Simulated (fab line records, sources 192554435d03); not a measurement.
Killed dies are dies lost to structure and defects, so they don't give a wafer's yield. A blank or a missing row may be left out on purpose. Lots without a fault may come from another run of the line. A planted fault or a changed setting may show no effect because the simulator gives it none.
Chamber matching | flow n5_finfet | N5_DUMMY_REMOVAL_STRIP_10 on rie_diel-03: 4 sister chambers
The step strips in N2/H2, time 40 s. 4 wafers are shown with their chamber, then 8 later ones without.

WAFERS WITH THEIR CHAMBER
wafer  | chamber | showerhead_plenum_p_Torr (Torr)
L082.3 | 0       | 3.34
L083.5 | 3       | 3.49
L083.6 | 2       | 3.43
L085.1 | 1       | 3.20

WAFERS WITHOUT THEIR CHAMBER
wafer  | showerhead_plenum_p_Torr (Torr)
L085.4 | 3.20
L085.5 | 3.49
L088.2 | 3.19
L088.5 | 3.48
L088.6 | 3.19
L094.1 | 3.33
L094.5 | 3.33
L094.6 | 3.47

WHICH CHAMBER EACH WENT THROUGH
wafer  | from the rows above     | in truth
L085.4 | 1                       | 1
L085.5 | 3                       | 3
L088.2 | 1                       | 1
L088.5 | 3                       | 3
L088.6 | 1                       | 1
L094.1 | 0                       | 0
L094.5 | 0                       | 0
L094.6 | can't be placed: 3 or 2 | 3
Placed correctly: 7 of 8. Can't be placed from these rows: 1 (the true chamber is among the candidates in 1). Placed wrongly: 0.
How it was worked out, from the rows above alone: a wafer's distance from a chamber is the root of the sum, over the readings, of the square of ((its reading less the chamber's mean) divided by the reading's scatter). The wafer belongs to the nearest chamber; if the next one is less than 2 further off, it can't be placed. A chamber's mean is the mean of its shown wafers. The scatter: with one shown wafer a chamber, the root of the mean of the squares of how far each hidden wafer lies from its nearest shown one.
